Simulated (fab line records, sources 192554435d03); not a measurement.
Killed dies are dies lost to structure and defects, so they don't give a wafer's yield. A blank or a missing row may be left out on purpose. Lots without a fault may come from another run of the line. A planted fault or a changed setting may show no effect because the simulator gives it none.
Split-lot experiment | flow n5_finfet | 7 lots, 21 wafers read, on a route of 1938 steps

THE SPLIT
At N5_BEOL_M0_CUTY_COAT_50 (time 60 s, resist thk 15 nm), the setting spin_rpm was moved away from the recipe's 1500 rpm on 10 of the 21 wafers read, by -11.1% to +6.3%. The other wafers ran this setting at the recipe's value.

The reading is taken at the split's own step.

THE READING
SiARC_of_BEOL_M0_CUTY_COAT_50.thk_nm (the simulator's own value, which no gauge read), in nm, at N5_BEOL_M0_CUTY_COAT_50 (time 60 s, resist thk 15 nm). The file gives no usual value for it.

wafer  | tool, chamber at the split | spin_rpm as run, rpm | against the recipe | SiARC_of_BEOL_M0_CUTY_COAT_50.thk_nm, nm | against lot-mates on the recipe
L076.1 | litho_track-02, 0          | 1334                 | -11.1%             | 16                                       | no lot-mate on the recipe
L076.3 | litho_track-02, 0          | 1334                 | -11.1%             | 16                                       | no lot-mate on the recipe
L076.2 | litho_track-02, 0          | 1334                 | -11.1%             | 15.8                                     | no lot-mate on the recipe
L078.4 | litho_track-04, 0          | 1500                 | recipe             | 15                                       | -
L078.5 | litho_track-04, 0          | 1500                 | recipe             | 15                                       | -
L078.6 | litho_track-04, 0          | 1371                 | -8.6%              | 15.8                                     | +0.8
L082.3 | litho_track-05, 0          | 1500                 | recipe             | 15                                       | -
L082.5 | litho_track-05, 0          | 1575                 | +5.0%              | 14.6                                     | -0.4
L082.6 | litho_track-05, 0          | 1575                 | +5.0%              | 14.6                                     | -0.4
L085.2 | litho_track-02, 0          | 1561                 | +4.1%              | 14.8                                     | -0.2
L085.3 | litho_track-02, 0          | 1500                 | recipe             | 15                                       | -
L085.4 | litho_track-02, 0          | 1500                 | recipe             | 15                                       | -
L086.2 | litho_track-04, 0          | 1594                 | +6.3%              | 14.6                                     | -0.4
L086.5 | litho_track-04, 0          | 1594                 | +6.3%              | 14.6                                     | -0.4
L086.6 | litho_track-04, 0          | 1500                 | recipe             | 15                                       | -
L089.1 | litho_track-02, 0          | 1500                 | recipe             | 15                                       | -
L089.2 | litho_track-02, 0          | 1500                 | recipe             | 15                                       | -
L089.4 | litho_track-02, 0          | 1500                 | recipe             | 15                                       | -
L091.1 | litho_track-05, 0          | 1500                 | recipe             | 15                                       | -
L091.4 | litho_track-05, 0          | 1500                 | recipe             | 15                                       | -
L091.3 | litho_track-05, 0          | 1583                 | +5.5%              | 14.6                                     | -0.4

THE FIT
A straight line over all 21 wafers: SiARC_of_BEOL_M0_CUTY_COAT_50.thk_nm changes by -0.0804 nm for each +1% of spin_rpm; r = -0.99; the points scatter about the line by 0.059 nm.
The same after taking each lot's own level away (the mean of its wafers on the recipe; 18 wafers): -0.0781 nm for each +1%; r = -0.99; scatter 0.048 nm.
On that fit, the largest move of spin_rpm shifts the reading by 0.86 nm.
The lots' own levels span 15.00 to 15.00 nm.
So the lot-to-lot level changes the slope little: the two slopes agree.
Check: with one of the wafers moved furthest among these (-8.6%) left out of the fit, the line predicts +0.59 nm for it against its lot-mates. It came out at +0.8 nm against them.

OTHER SPLITS ON THESE WAFERS
These wafers also went through other splits before the reading. Each is held against what the fit with the lots' levels taken away leaves over:
other split on the same wafers               | wafers away from the commonest value | r with SiARC_of_BEOL_M0_CUTY_COAT_50.thk_nm (lot level and that fit taken away)
N5_MOL_CONTACT_COAG_ETCH_105 bias_w          | 9                                    | -0.36
N5_MOL_CONTACT_COAG_CONTACT_ETCH_14 source_w | 11                                   | +0.00
N5_BEOL_M0_SAQP_ALD_48 ald_cycles            | 8                                    | +0.14

THE FILE'S OWN FIT
SiARC_of_BEOL_M0_CUTY_COAT_50.thk_nm changes by -0.0777 nm for each +1% of spin_rpm, r = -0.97.
